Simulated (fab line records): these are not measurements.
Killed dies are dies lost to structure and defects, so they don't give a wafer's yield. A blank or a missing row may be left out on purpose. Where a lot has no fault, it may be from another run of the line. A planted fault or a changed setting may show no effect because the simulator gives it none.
fab line records -- flow n5Finfet -- part 1 of 2: steps 1 to 22 of 35
record: lots: 5, wafers: 15, lastDay: 17
route steps=1938 shown MOL_CONTACT_COAG@617 BEOL_M0_SAQP@632
lots with no fault: from the same line, run without faults
startH: start of the lot's first displayed wafer, in hours after the record's first day -- waitH: how many hours have passed since the lot's step before this one -- " as in the row above -- L1.1+2: a single row standing in for several wafers -- - either no value or no given start -- * or withheld: withheld -- < > ~ a bound
route shown NAME@n: a module of which the file shows steps, and the number in the route of the first -- usual: mean and standard deviation over wafers with no fault -- same: alike in all rows -- chamber/n: place in a boat -- sites: readings site by site -- _std_site: standard deviation across them -- _edge_site: the outer-site mean with the inner-site mean subtracted -- radiusMm: how far each site lies from the wafer's centre -- mask NAME#n: copy n -- behind: the most recent tool/chamber to have shaped the wafer -- hold: cause of the lot's hold/its duration in hours/its outcome -- device: transistor that didn't switch, given as n, p or np -- end of line: at the end of the route, the tests of the same wafers -- a step given without rows: its recipe and nothing more -- killed: at the first sort, the dies lost to defects and structure; wafer yield is something else -- map: a wafer's dies, marking killed ones x, the rest . and places with no die _
set.NAME: the setting as run; set.NAME@STEP: as run at that earlier step -- model.NAME: the simulator's own value behind a step, which no gauge read
certain route steps with their lots: each step a table, each wafer a row
services: when a tool's chamber went out of use (startH, in hours from the record's first day, below 0 if earlier), for how many hours, and the reason
== steps ==
step: N5_MOL_CONTACT_COAG_ETCH_48
recipe: chemistry: C4F6/O2, targetDepthA: 150, overetchA: 45, maskMaterial: SOC, target: SiOC, biasW: 465, pressureMtorr: 10, timeS: 17, sourceW: 335, Ar_flow_sccm: 300, C4F6_flow_sccm: 10, O2_flow_sccm: 10, ionEnergyEv: 576
usual: drypumpMotorCurrentA: 5.6/0.55, oes_ar_750_au: 0.82/0.086, oesProductAu: 0.69/0.076, rfVppV: 1584/15, showerheadPlenumPTorr: 2.85/0.081, throttleValvePct: 40.54/0.21
lot.wafer,tool,chamber,startH,waitH,drypumpMotorCurrentA,oes_ar_750_au,oesProductAu,rfHoursCounterH,rfVppV,showerheadPlenumPTorr,throttleValvePct
L082.1,rieDiel-06,3,150.16,0.0,5.0,0.73,0.61,214,1571,2.81,40.62
L082.4,rieDiel-06,0,150.16,0.0,5.8,0.73,0.61,194,1579,2.82,40.35
L082.5,rieDiel-06,3,150.16,0.0,5.0,0.73,0.60,-,1572,2.81,40.61
L090.1,rieDiel-06,3,197.55,0.0,5.0,0.72,0.63,231,1570,2.80,40.65
L090.3,rieDiel-06,1,197.55,0.0,5.3,0.89,0.78,18,1589,2.90,40.61
L090.4,rieDiel-06,0,197.55,0.0,5.8,0.71,0.62,211,1580,2.81,40.37
L091.1,rieDiel-02,3,205.66,0.0,5.9,0.87,0.68,52,1607,2.99,40.22
L091.3,rieDiel-02,2,205.66,0.0,4.9,0.79,0.61,115,1576,2.84,40.67
L091.4,rieDiel-02,1,205.66,0.0,6.7,0.90,0.73,36,1562,2.77,40.26
L092.2,rieDiel-02,0,213.69,0.0,5.0,0.92,0.79,12,1589,3.03,40.55
L092.3,rieDiel-02,3,213.69,0.0,5.9,0.87,0.73,55,1607,2.99,40.27
L092.5,rieDiel-02,0,213.69,0.0,5.0,0.92,0.80,-,1589,3.03,40.56
L094.3,rieDiel-06,0,227.07,0.0,5.8,0.70,0.56,223,1578,2.81,40.34
L094.4,rieDiel-06,1,227.07,0.0,5.3,0.87,0.76,26,1589,2.89,40.61
L094.5,rieDiel-06,1,227.07,0.0,5.3,0.88,0.74,-,1589,2.89,40.62
step: N5_MOL_CONTACT_COAG_STRIP_72
recipe: chemistry: N2/H2, powerW: 450, tempC: 40, pressureMtorr: 20, rfFrequencyHz: 6e+07, overashFraction: 3, biasPowerW: 7, h2Frac: 0.5, n2FlowSccm: 200, h2FlowSccm: 200
usual: drypumpMotorCurrentA: 5.6/0.54, h2FlowSccm: 200.0/0.61, oesProductAu: 0.82/0.091, rfVppV: 59.1/1.9, showerheadPlenumPTorr: 2.55/0.077, throttleValvePct: 23.62/0.25
lot.wafer,tool,chamber,startH,waitH,drypumpMotorCurrentA,h2FlowSccm,oesProductAu,rfHoursCounterH,rfVppV,showerheadPlenumPTorr,throttleValvePct
L082.1,rieDiel-06,3,150.21,0.0,5.0,198.9,0.72,214,59.4,2.52,23.94
L082.4,rieDiel-06,0,150.21,0.0,5.8,200.4,0.72,194,58.4,2.52,23.60
L082.5,rieDiel-06,3,150.21,0.0,5.0,199.4,0.71,-,62.4,2.52,23.95
L090.1,rieDiel-06,3,197.60,0.0,4.9,199.8,0.70,231,58.6,2.52,23.96
L090.3,rieDiel-06,1,197.60,0.0,5.3,199.0,0.91,18,62.7,2.60,23.57
L090.4,rieDiel-06,0,197.60,0.0,5.8,199.6,0.72,211,58.0,2.51,23.59
L091.1,rieDiel-02,3,205.71,0.0,5.9,199.3,0.89,52,60.7,2.69,23.47
L091.3,rieDiel-02,2,205.71,0.0,5.0,200.6,0.78,115,59.4,2.56,23.99
L091.4,rieDiel-02,1,205.71,0.0,6.7,200.2,0.91,36,62.7,2.48,23.58
L092.2,rieDiel-02,0,213.74,0.0,5.0,200.6,0.92,12,59.6,2.71,23.47
L092.3,rieDiel-02,3,213.74,0.0,5.9,200.0,0.86,55,61.7,2.69,23.50
L092.5,rieDiel-02,0,213.74,0.0,5.0,200.5,0.93,-,61.7,2.71,23.49
L094.3,rieDiel-06,0,227.13,0.0,5.8,199.7,0.69,223,59.3,2.51,23.63
L094.4,rieDiel-06,1,227.13,0.0,5.3,200.2,0.88,26,56.5,2.59,23.56
L094.5,rieDiel-06,1,227.13,0.0,5.3,201.3,0.88,-,59.5,2.59,23.54
step: N5_MOL_CONTACT_COAG_STRIP_49
recipe: chemistry: N2/H2, timeS: 30, powerW: 1000, tempC: 250, pressureMtorr: withheld, n2FlowSccm: 1750, h2FlowSccm: 3250
usual: drypumpMotorCurrentA: 6.2/0.4, h2FlowSccm: 3253/10, heaterPowerW: 337/21
lot.wafer,tool,chamber,startH,waitH,drypumpMotorCurrentA,h2FlowSccm,heaterPowerW,rfHoursCounterH
L082.1,plasmaAsher-02,1,150.35,-,6.5,3268,306,109
L082.4,plasmaAsher-02,0,150.35,-,6.4,3257,335,-
L082.5,plasmaAsher-02,1,150.35,-,6.5,3272,311,-
L090.1,plasmaAsher-02,1,197.68,-,6.5,3243,310,119
L090.3,plasmaAsher-02,0,197.68,-,6.4,3244,327,-
L090.4,plasmaAsher-02,1,197.68,-,6.5,3240,310,-
L091.1,plasmaAsher-01,1,205.79,-,6.5,3261,333,57
L091.3,plasmaAsher-01,1,205.79,-,6.5,3256,344,-
L091.4,plasmaAsher-01,0,205.79,-,5.6,3267,369,-
L092.2,plasmaAsher-01,0,213.82,-,5.5,3249,370,58
L092.3,plasmaAsher-01,1,213.82,-,6.5,3249,336,-
L092.5,plasmaAsher-01,0,213.82,-,5.6,3258,358,-
L094.3,plasmaAsher-01,0,227.23,-,5.6,3246,368,-
L094.4,plasmaAsher-01,1,227.23,-,6.5,3238,343,-
L094.5,plasmaAsher-01,0,227.23,-,5.5,3257,370,-
step: N5_MOL_CONTACT_COAG_PRECLEAN_138
recipe: chemistry: alkalineClean, tempC: 60, timeS: 60, doPpb: 50
lot.wafer,tool,chamber,startH,waitH
L082.1+4+5,wetBench-01,"4,1,5",150.44,0.1
L090.1+3+4,wetBench-01,"2,3,1",197.77,0.1
L091.1+3+4,wetBench-06,"0,6,5",205.88,0.1
L092.2+3+5,wetBench-01,"3,4,0",213.91,0.1
L094.3+4+5,wetBench-01,"4,1,0",227.29,0.0
step: N5_MOL_CONTACT_COAG_SRD_139
recipe: dry: ipaMarangoni, timeS: 30, tempC: 23, rinseLiquid: diw
lot.wafer,tool,chamber,startH,waitH
L082.1+4+5,wetBench-01,"4,1,5",150.46,0.0
L090.1+3+4,wetBench-01,"2,3,1",197.79,0.0
L091.1+3+4,wetBench-06,"0,6,5",205.90,0.0
L092.2+3+5,wetBench-01,"3,4,0",213.93,0.0
L094.3+4+5,wetBench-01,"4,1,0",227.31,0.0
step: N5_MOL_CONTACT_COAG_CD_MEAS_101
recipe: targetCdNm: 16
usual: cdNm: 16.0/0.3
lot.wafer,tool,chamber,startH,waitH,cdNm
L082.1,cdSem-03,-,150.50,0.0,16.5
L082.4,cdSem-03,-,150.50,0.0,16.0
L082.5,cdSem-03,-,150.50,0.0,15.8
L090.1,cdSem-03,-,197.83,0.0,16.0
L090.3,cdSem-03,-,197.83,0.0,15.6
L090.4,cdSem-03,-,197.83,0.0,15.6
L091.1,cdSem-02,-,205.94,0.0,16.0
L091.3,cdSem-02,-,205.94,0.0,15.6
L091.4,cdSem-02,-,205.94,0.0,16.6
L092.2,cdSem-03,-,213.97,0.0,16.2
L092.3,cdSem-03,-,213.97,0.0,16.4
L092.5,cdSem-03,-,213.97,0.0,16.3
L094.3,cdSem-02,-,227.36,0.0,15.9
L094.4,cdSem-02,-,227.36,0.0,15.9
L094.5,cdSem-02,-,227.36,0.0,16.4
step: N5_MOL_CONTACT_COAG_PRE_CLEAN_121
recipe: gas: H2/He, timeS: *, tempC: withheld
lot.wafer,tool,chamber,startH,waitH
L082.1+4+5,cvdW-02,"0,1,0",150.54,0.0
L090.1+3+4,cvdW-02,"0,1,0",197.87,0.0
L091.1+3+4,cvdW-01,"0,1,0",205.98,0.0
L092.2+3+5,cvdW-01,"0,1,1",214.01,0.0
L094.3+4+5,cvdW-01,"0,1,0",227.43,0.1
step: N5_MOL_CONTACT_COAG_CVD_140
recipe: material: W, targetThkA: 665, mode: selectiveFill, tempC: 300, timeS: 215
usual: heaterPowerW: 494/42
lot.wafer,tool,chamber,startH,waitH,heaterPowerW
L082.1,cvdW-02,0,150.63,0.1,544
L082.4,cvdW-02,1,150.63,0.1,504
L082.5,cvdW-02,0,150.63,0.1,548
L090.1,cvdW-02,0,197.96,0.1,553
L090.3,cvdW-02,1,197.96,0.1,524
L090.4,cvdW-02,0,197.96,0.1,536
L091.1,cvdW-01,0,206.07,0.1,490
L091.3,cvdW-01,1,206.07,0.1,425
L091.4,cvdW-01,0,206.07,0.1,499
L092.2,cvdW-01,0,214.10,0.1,492
L092.3,cvdW-01,1,214.10,0.1,421
L092.5,cvdW-01,1,214.10,0.1,422
L094.3,cvdW-01,0,227.57,0.1,501
L094.4,cvdW-01,1,227.57,0.1,433
L094.5,cvdW-01,0,227.57,0.1,491
step: N5_MOL_CONTACT_COAG_PRECLEAN_127
recipe: chemistry: DIW, timeS: 57.5, tempC: 23
lot.wafer,tool,chamber,startH,waitH
L082.1+4+5,wetBench-05,"1,2,0",150.90,0.2
L090.1+3+4,wetBench-05,"7,2,1",198.23,0.2
L091.1+3+4,wetBench-06,"0,1,7",206.34,0.2
L092.2+3+5,wetBench-06,"7,0,6",214.37,0.2
L094.3+4+5,wetBench-06,"1,5,2",227.76,0.1
step: N5_MOL_CONTACT_COAG_SRD_128
recipe: dryTimeS: 32, dry: n2Spin, spinRpm: 1500
lot.wafer,tool,chamber,startH,waitH
L082.1+4+5,wetBench-05,"1,2,0",150.92,0.0
L090.1+3+4,wetBench-05,"7,2,1",198.25,0.0
L091.1+3+4,wetBench-06,"0,1,7",206.36,0.0
L092.2+3+5,wetBench-06,"7,0,6",214.39,0.0
L094.3+4+5,wetBench-06,"1,5,2",227.78,0.0
step: N5_MOL_CONTACT_COAG_CMP_52
recipe: stopOn: SiO2, tOverpolishS: 1.5, postCmpClean: wDiluteNh4oh, downForcePsi: 4, platenRpm: 50.289, padVelocityMS: 1.0006, targetThkNm: 66.5
usual: motorCurrentA: 11.9/0.74, overpolishRunS: 1.500/0.0092, padLifeWafers: 720/550, timeToEndpointS: 13.7/1.9
lot.wafer,tool,chamber,startH,waitH,motorCurrentA,overpolishRunS,padLifeWafers,timeToEndpointS
L082.4,cmp-01,1,150.95,0.0,12.8,1.499,126,10.5
L082.1,cmp-01,0,150.95,0.0,11.2,1.510,129,11.3
L082.5,cmp-01,2,150.95,0.0,10.8,1.509,-,10.2
L090.1,cmp-03,2,198.28,0.0,12.0,1.490,1080,17.2
L090.4,cmp-03,3,198.28,0.0,11.8,1.509,1081,16.0
L090.3,cmp-03,0,198.28,0.0,10.5,1.507,1082,14.5
L091.3,cmp-03,1,206.43,0.1,12.2,1.517,1147,14.7
L091.1,cmp-03,2,206.43,0.1,13.0,1.494,1148,14.7
L091.4,cmp-03,3,206.43,0.1,12.5,1.505,1149,16.3
L092.2,cmp-01,2,214.50,0.1,10.5,1.511,572,12.0
L092.3,cmp-01,3,214.50,0.1,11.3,1.481,573,11.5
L092.5,cmp-01,0,214.50,0.1,11.7,1.503,-,9.9
L094.3,cmp-04,2,227.81,0.0,13.3,1.500,126,12.2
L094.4,cmp-04,0,227.81,0.0,11.5,1.498,128,12.9
L094.5,cmp-04,2,227.81,0.0,13.0,1.503,-,14.0
step: N5_MOL_CONTACT_COAG_THK_MEAS_53
recipe: reads: SiO2_of_MOL_CONTACT_COAG_PECVD_31
usual: VIA_MOL_THK: 44.2/0.58
lot.wafer,tool,chamber,startH,waitH,VIA_MOL_THK[nm]
L082.1,filmMetro-02,-,151.25,-,44.1
L082.4,filmMetro-02,-,151.25,-,44.6
L082.5,filmMetro-02,-,151.25,-,44.8
L090.1,filmMetro-02,-,198.58,-,44.0
L090.3,filmMetro-02,-,198.58,-,43.7
L090.4,filmMetro-02,-,198.58,-,44.2
L091.1,filmMetro-02,-,206.69,-,43.9
L091.3,filmMetro-02,-,206.69,-,44.6
L091.4,filmMetro-02,-,206.69,-,43.8
L092.2,filmMetro-02,-,214.72,-,43.2
L092.3,filmMetro-02,-,214.72,-,43.5
L092.5,filmMetro-02,-,214.72,-,43.8
L094.3,filmMetro-01,-,228.11,-,44.0
L094.4,filmMetro-01,-,228.11,-,43.9
L094.5,filmMetro-01,-,228.11,-,44.4
step: N5_MOL_CONTACT_COAG_ANNEAL_112
recipe: tempC: 400, timeS: 1800, ambient: HPD2, pressureAtm: 10
usual: spikeTcCentreC: 400.7/1, wafer_temp_C_max: 402.9/0.58
lot.wafer,tool,chamber,startH,waitH,spikeTcCentreC,wafer_temp_C_max
L082.1,hpAnneal-01,0,151.27,0.0,401.8,403.9
L082.4,hpAnneal-01,0,151.27,0.0,401.1,402.3
L082.5,hpAnneal-01,0,151.27,0.0,400.0,404.8
L090.1,hpAnneal-01,0,198.61,0.0,399.6,403.0
L090.3,hpAnneal-01,0,198.61,0.0,401.8,402.2
L090.4,hpAnneal-01,0,198.61,0.0,400.2,402.7
L091.1,hpAnneal-01,0,206.71,0.0,400.6,403.5
L091.3,hpAnneal-01,0,206.71,0.0,400.8,402.8
L091.4,hpAnneal-01,0,206.71,0.0,400.1,402.7
L092.2,hpAnneal-01,0,214.74,0.0,399.3,402.2
L092.3,hpAnneal-01,0,214.74,0.0,400.0,403.3
L092.5,hpAnneal-01,0,214.74,0.0,403.3,402.7
L094.3,hpAnneal-01,0,230.15,2.0,399.5,403.3
L094.4,hpAnneal-01,0,230.15,2.0,401.9,402.6
L094.5,hpAnneal-01,0,230.15,2.0,400.7,403.7
step: N5_MOL_CONTACT_COAG_INSPECT_97
recipe: inspectInstrument: darkfield, mode: postAnneal
usual: rawDefectCount: 37/14
lot.wafer,tool,chamber,startH,waitH,rawDefectCount
L082.1,defectInspect-01,-,154.30,0.0,27
L082.4,defectInspect-01,-,154.30,0.0,42
L082.5,defectInspect-01,-,154.30,0.0,32
L090.1,defectInspect-02,-,201.64,0.0,30
L090.3,defectInspect-02,-,201.64,0.0,25
L090.4,defectInspect-02,-,201.64,0.0,29
L091.1,defectInspect-01,-,209.74,0.0,27
L091.3,defectInspect-01,-,209.74,0.0,17
L091.4,defectInspect-01,-,209.74,0.0,28
L092.2,defectInspect-01,-,217.79,0.0,55
L092.3,defectInspect-01,-,217.79,0.0,28
L092.5,defectInspect-01,-,217.79,0.0,52
L094.3,defectInspect-01,-,233.23,0.1,20
L094.4,defectInspect-01,-,233.23,0.1,51
L094.5,defectInspect-01,-,233.23,0.1,38
step: N5_BEOL_M0_SAQP_PECVD_00
recipe: material: SiCN, targetThkA: 80, tempC: withheld, precursor: 3MS/NH3, pressureTorr: 3, rfW: 202, timeS: 14
usual: showerheadPlenumPTorr: 3.665/0.011, throttleValvePct: 8.9/0.31
lot.wafer,tool,chamber,startH,waitH,showerheadPlenumPTorr,throttleValvePct
L082.1,pecvd-04,1,154.63,0.2,3.657,9.3
L082.4,pecvd-04,0,154.63,0.2,3.670,8.9
L082.5,pecvd-04,2,154.63,0.2,3.678,8.8
L090.1,pecvd-01,2,201.98,0.2,3.666,8.5
L090.3,pecvd-01,0,201.98,0.2,3.665,8.8
L090.4,pecvd-01,1,201.98,0.2,3.655,9.1
L091.1,pecvd-02,1,210.09,0.2,3.658,9.2
L091.3,pecvd-02,0,210.09,0.2,3.682,8.8
L091.4,pecvd-02,1,210.09,0.2,3.648,9.2
L092.2,pecvd-02,0,218.10,0.2,3.679,8.7
L092.3,pecvd-02,1,218.10,0.2,3.661,8.9
L092.5,pecvd-02,2,218.10,0.2,3.690,9.5
L094.3,pecvd-04,0,233.53,0.1,3.667,8.9
L094.4,pecvd-04,1,233.53,0.1,3.654,9.1
L094.5,pecvd-04,0,233.53,0.1,3.663,8.8
step: N5_BEOL_M0_SAQP_ILD_DEP_01
recipe: material: SiOC, targetThkA: 454.19, tempC: 350, precursor: DEMS/O2, pressureTorr: 5, rfW: 500, timeS: 8.7
usual: heaterPowerW: 556/74, showerheadPlenumPTorr: 5.695/0.012, throttleValvePct: 11.8/0.41
lot.wafer,tool,chamber,startH,waitH,heaterPowerW,showerheadPlenumPTorr,throttleValvePct
L082.1,pecvd-04,1,154.66,0.0,461,5.677,12.4
L082.4,pecvd-04,0,154.66,0.0,723,5.708,11.6
L082.5,pecvd-04,2,154.66,0.0,576,5.689,12.1
L090.1,pecvd-01,2,202.00,0.0,543,5.701,11.0
L090.3,pecvd-01,0,202.00,0.0,482,5.682,11.7
L090.4,pecvd-01,1,202.00,0.0,581,5.672,12.0
L091.1,pecvd-02,1,210.12,0.0,445,5.696,11.6
L091.3,pecvd-02,0,210.12,0.0,585,5.715,11.6
L091.4,pecvd-02,1,210.12,0.0,466,5.690,11.8
L092.2,pecvd-02,0,218.13,0.0,567,5.687,11.8
L092.3,pecvd-02,1,218.13,0.0,508,5.691,11.8
L092.5,pecvd-02,2,218.13,0.0,619,5.710,12.1
L094.3,pecvd-04,0,233.57,0.0,699,5.703,12.2
L094.4,pecvd-04,1,233.57,0.0,471,5.665,12.2
L094.5,pecvd-04,0,233.57,0.0,699,5.694,11.9
step: N5_BEOL_M0_SAQP_HM_DEP_02
recipe: material: TiN, targetThkA: 120, tempC: 25, chamberPressurePa: 0.49996
usual: throttleValvePct: 30.1/0.41
lot.wafer,tool,chamber,startH,waitH,throttleValvePct
L082.1,pvdSputter-03,-,155.23,0.6,29.8
L082.4,pvdSputter-03,-,155.23,0.6,29.7
L082.5,pvdSputter-03,-,155.23,0.6,29.9
L090.1,pvdSputter-03,-,202.79,0.8,29.7
L090.3,pvdSputter-03,-,202.79,0.8,30.5
L090.4,pvdSputter-03,-,202.79,0.8,30.3
L091.1,pvdSputter-02,-,211.36,1.2,29.5
L091.3,pvdSputter-02,-,211.36,1.2,30.5
L091.4,pvdSputter-02,-,211.36,1.2,30.2
L092.2,pvdSputter-01,-,218.77,0.6,29.9
L092.3,pvdSputter-01,-,218.77,0.6,29.6
L092.5,pvdSputter-01,-,218.77,0.6,29.8
L094.3,pvdSputter-01,-,235.25,1.7,30.1
L094.4,pvdSputter-01,-,235.25,1.7,30.1
L094.5,pvdSputter-01,-,235.25,1.7,30.6
step: N5_BEOL_M0_SAQP_PECVD_03
recipe: material: SiCN, targetThkA: 120, tempC: withheld, precursor: 3MS/NH3, pressureTorr: 3, rfW: 202, timeS: 21.1
usual: showerheadPlenumPTorr: 3.667/0.0097, throttleValvePct: 8.9/0.32
lot.wafer,tool,chamber,startH,waitH,showerheadPlenumPTorr,throttleValvePct
L082.1,pecvd-04,1,155.35,0.1,3.661,9.2
L082.4,pecvd-04,1,155.35,0.1,3.652,9.1
L082.5,pecvd-04,2,155.35,0.1,3.663,8.8
L090.1,pecvd-02,0,202.92,0.1,3.671,8.5
L090.3,pecvd-02,1,202.92,0.1,3.660,9.0
L090.4,pecvd-02,0,202.92,0.1,3.684,8.7
L091.1,pecvd-01,1,211.48,0.1,3.660,8.9
L091.3,pecvd-01,2,211.48,0.1,3.661,8.3
L091.4,pecvd-01,0,211.48,0.1,3.655,9.2
L092.2,pecvd-02,2,218.89,0.1,3.670,9.5
L092.3,pecvd-02,0,218.89,0.1,3.684,8.6
L092.5,pecvd-02,2,218.89,0.1,3.677,9.3
L094.3,pecvd-04,0,235.37,0.1,3.673,8.9
L094.4,pecvd-04,1,235.37,0.1,3.655,9.3
L094.5,pecvd-04,2,235.37,0.1,3.673,8.2
step: N5_BEOL_M0_SAQP_PECVD_96
recipe: material: a-Si, targetThkA: 450, tempC: 350, precursor: SiH4/He, pressureTorr: 3, rfW: 100, timeS: 45.2
usual: heaterPowerW: 696/68, showerheadPlenumPTorr: 5.67/0.039, throttleValvePct: 17.9/0.55
lot.wafer,tool,chamber,startH,waitH,heaterPowerW,showerheadPlenumPTorr,throttleValvePct
L082.1,pecvd-04,1,155.38,0.0,570,5.62,18.4
L082.4,pecvd-04,1,155.38,0.0,565,5.62,18.3
L082.5,pecvd-04,2,155.38,0.0,639,5.70,17.4
L090.1,pecvd-02,0,202.95,0.0,650,5.72,18.2
L090.3,pecvd-02,1,202.95,0.0,652,5.65,17.9
L090.4,pecvd-02,0,202.95,0.0,660,5.71,17.8
L091.1,pecvd-01,1,211.51,0.0,738,5.65,17.9
L091.3,pecvd-01,2,211.51,0.0,692,5.66,16.8
L091.4,pecvd-01,0,211.51,0.0,676,5.69,18.0
L092.2,pecvd-02,2,218.92,0.0,727,5.71,18.8
L092.3,pecvd-02,0,218.92,0.0,715,5.72,17.8
L092.5,pecvd-02,2,218.92,0.0,740,5.71,18.3
L094.3,pecvd-04,0,235.40,0.0,859,5.70,18.1
L094.4,pecvd-04,1,235.40,0.0,636,5.61,18.4
L094.5,pecvd-04,2,235.40,0.0,729,5.66,16.5
step: N5_BEOL_M0_SAQP_PECVD_97
recipe: material: SiNx, targetThkA: 230, tempC: 350, precursor: SiH4/NH3/N2, pressureTorr: 1.5, rfW: 300, timeS: 19.9
usual: heaterPowerW: 628/70, showerheadPlenumPTorr: 5.15/0.053, throttleValvePct: 39.3/1.2
lot.wafer,tool,chamber,startH,waitH,heaterPowerW,showerheadPlenumPTorr,throttleValvePct
L082.1,pecvd-04,1,155.43,0.0,561,5.07,40.5
L082.4,pecvd-04,1,155.43,0.0,564,5.07,40.9
L082.5,pecvd-04,2,155.43,0.0,612,5.17,38.8
L090.1,pecvd-02,0,203.00,0.0,647,5.22,38.9
L090.3,pecvd-02,1,203.00,0.0,607,5.10,38.7
L090.4,pecvd-02,0,203.00,0.0,633,5.21,38.9
L091.1,pecvd-01,1,211.56,0.0,649,5.10,39.6
L091.3,pecvd-01,2,211.56,0.0,601,5.13,36.6
L091.4,pecvd-01,0,211.56,0.0,635,5.13,39.3
L092.2,pecvd-02,2,218.96,0.0,655,5.21,41.2
L092.3,pecvd-02,0,218.96,0.0,602,5.20,38.6
L092.5,pecvd-02,2,218.96,0.0,671,5.20,40.9
L094.3,pecvd-04,0,235.45,0.0,746,5.18,39.6
L094.4,pecvd-04,1,235.45,0.0,522,5.08,40.8
L094.5,pecvd-04,2,235.45,0.0,694,5.16,36.0
step: N5_BEOL_M0_SAQP_PECVD_04
recipe: material: a-Si, targetThkA: 600, tempC: 350, precursor: SiH4/He, pressureTorr: 3, rfW: 100, timeS: 60.2
usual: heaterPowerW: 697/60, showerheadPlenumPTorr: 5.67/0.04, throttleValvePct: 17.9/0.56
lot.wafer,tool,chamber,startH,waitH,heaterPowerW,showerheadPlenumPTorr,throttleValvePct
L082.1,pecvd-04,1,155.47,0.0,614,5.61,18.4
L082.4,pecvd-04,1,155.47,0.0,617,5.61,18.5
L082.5,pecvd-04,2,155.47,0.0,726,5.69,17.8
L090.1,pecvd-02,0,203.04,0.0,639,5.71,17.5
L090.3,pecvd-02,1,203.04,0.0,636,5.63,17.8
L090.4,pecvd-02,0,203.04,0.0,650,5.73,17.6
L091.1,pecvd-01,1,211.60,0.0,730,5.63,18.4
L091.3,pecvd-01,2,211.60,0.0,733,5.66,16.7
L091.4,pecvd-01,0,211.60,0.0,714,5.66,17.9
L092.2,pecvd-02,2,219.00,0.0,738,5.72,18.9
L092.3,pecvd-02,0,219.00,0.0,727,5.74,17.6
L092.5,pecvd-02,2,219.00,0.0,730,5.71,18.5
L094.3,pecvd-04,0,235.49,0.0,857,5.70,18.1
L094.4,pecvd-04,1,235.49,0.0,644,5.60,18.3
L094.5,pecvd-04,2,235.49,0.0,648,5.67,16.6
step: N5_BEOL_M0_SAQP_THK_MEAS_05
usual: thkNm: 59.9/0.73
lot.wafer,tool,chamber,startH,waitH,thkNm
L082.1,filmMetro-02,-,155.56,0.1,60.1
L082.4,filmMetro-02,-,155.56,0.1,60.7
L082.5,filmMetro-02,-,155.56,0.1,60.2
L090.1,filmMetro-02,-,203.13,0.1,59.1
L090.3,filmMetro-02,-,203.13,0.1,59.2
L090.4,filmMetro-02,-,203.13,0.1,59.6
L091.1,filmMetro-01,-,211.69,0.1,59.9
L091.3,filmMetro-01,-,211.69,0.1,59.2
L091.4,filmMetro-01,-,211.69,0.1,60.8
L092.2,filmMetro-01,-,219.10,0.1,59.4
L092.3,filmMetro-01,-,219.10,0.1,59.3
L092.5,filmMetro-01,-,219.10,0.1,60.0
L094.3,filmMetro-01,-,235.58,0.1,60.3
L094.4,filmMetro-01,-,235.58,0.1,61.1
L094.5,filmMetro-01,-,235.58,0.1,60.1
